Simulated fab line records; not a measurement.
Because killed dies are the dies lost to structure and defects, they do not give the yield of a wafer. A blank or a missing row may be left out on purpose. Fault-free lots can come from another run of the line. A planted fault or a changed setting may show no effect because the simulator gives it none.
A lot that was struck, set against a sound lot / flow nandHarc / 14 steps out of a route of 1302
Sound: these wafers, L121.2, L121.3, L121.6. Wafers L114.1, L114.3, L114.5 were the ones struck. The cause comes at the end.
For every step that has rows: the tool of each side, followed by ch and its chambers, followed by its first start. Under that, the readings that differ: sound wafers / struck wafers / difference of the means / sigmas: that difference in standard deviations of wafers without a fault.
alike: readings whose means differ by less than 2 such deviations, and words and numbers that are the same on both sides. not compared: withheld readings, readings that some wafer has no value for, bounds like >300 that may hide the same value, and numbers for which the record gives no deviation and whose values overlap.
The two part at a step that has a row with sigmas, a row that says differs or no value, or rows on one side only. When numbers do not overlap yet have no deviation, they are printed without sigmas and do not part them. A reading that every wafer of one side lacks parts them only if that side has two wafers or more.

NHARC_A_WL_FILL_STRIP_27: strips in N2/H2, time 20 s.
  sound on plasmaAsher-01 ch 0,1, day 26 23:49; struck on plasmaAsher-02 ch 0,1, day 24 18:43
reading=rfReflPowerW (W); sound=- - -; struck=22 35 21; difference=no value on the sound wafers; sigmas=
  alike: drypumpMotorCurrentA, heaterPowerW
  not compared: rfHoursCounterH
then, 4 steps without rows for these wafers: NHARC_A_WL_FILL_STRIP_28 (strips in post etch residue remover, time 1200 s); NHARC_A_WL_FILL_PRECLEAN_06 (cleans in DIW, time 300 s); NHARC_A_WL_FILL_SRD_07; NHARC_A_WL_FILL_ANNEAL_08 (time 1800 s).
NHARC_A_WL_FILL_ALD_10: deposits SiO2, target thk 50 nm, pulse time 10 s, ald cycles 500.
  sound on aldHk-01 ch 0,2, day 27 05:13; struck on aldHk-02 ch 1,2,3, day 25 00:47
  alike: heaterPowerW, precursorPulseHeightRel
NHARC_A_WL_FILL_ETCHBACK_16: etches the open film in C4F8/O2/Ar, target depth 120 nm, time 24 s.
  sound: rieDiel-03 ch 1,2,3; struck: rieDiel-06 ch 0,1,2
  alike: oesProductAu, rfVppV
  not compared: rfHoursCounterH
then, 1 step without rows for these wafers: NHARC_A_WL_FILL_STRIP_29 (strips in O2, time 20 s).
NHARC_A_WL_FILL_ETCHBACK_17: etches the open film in Cl2/BCl3, target depth 4 nm, time 26.7 s.
  sound on rieMetal-01 ch 1, day 27 10:02; struck on rieMetal-02 ch 0,1, day 25 05:38
reading=drypumpMotorCurrentA (A); sound=6.5 6.5 6.5; struck=5.5 5.7 5.7; difference=-0.9; sigmas=-2
  alike: heBacksideLeakSccm, oesProductAu
  not compared: rfHoursCounterH
then, 2 steps without rows for these wafers: NHARC_A_WL_FILL_PRECLEAN_18 (cleans in dHF, time 30 s); NHARC_A_WL_FILL_SRD_21.
NHARC_A_WL_FILL_CVD_23: deposits poly-Si, target thk 40 nm, time 800 s.
  sound on lpcvdPoly-01 ch 0, day 27 12:42; struck on lpcvdPoly-03 ch 0, day 26 13:12
NHARC_A_WL_FILL_ETCHBACK_26: etches the open film in HBr, target depth 52 nm, time 13.3 s.
  sound on rieSi-06 ch 0,1,3, day 27 15:18; struck on rieSi-01 ch 1,3, day 26 15:48
reading=oesProductAu (a.u.); sound=0.994 0.992 0.992; struck=1.013 1.002 1.019; difference=+0.019; sigmas=+2
  alike: drypumpMotorCurrentA, heBacksideLeakSccm, throttleValvePct
  not compared: rfHoursCounterH
-- record jumps: 4 days between struck wafers' starts before vs after; left off in module A_WL_FILL, resumes in module END, first step shown is number 1302 of the route --
NHARC_END_SORT_01:
  sound on prober-01 ch 0, day 30 23:26; struck on prober-02 ch 0, day 30 05:28
  alike: killedAtArray, killedAtOther, killedAtPeriphery, killedDies, killedOpen, killedShort

WHERE THEY PART
Earliest at NHARC_A_WL_FILL_STRIP_27; latest, in this record, at NHARC_A_WL_FILL_ETCHBACK_26. Later steps at which nothing parts them and some readings are alike: NHARC_END_SORT_01.

WHY: what the simulator had put in
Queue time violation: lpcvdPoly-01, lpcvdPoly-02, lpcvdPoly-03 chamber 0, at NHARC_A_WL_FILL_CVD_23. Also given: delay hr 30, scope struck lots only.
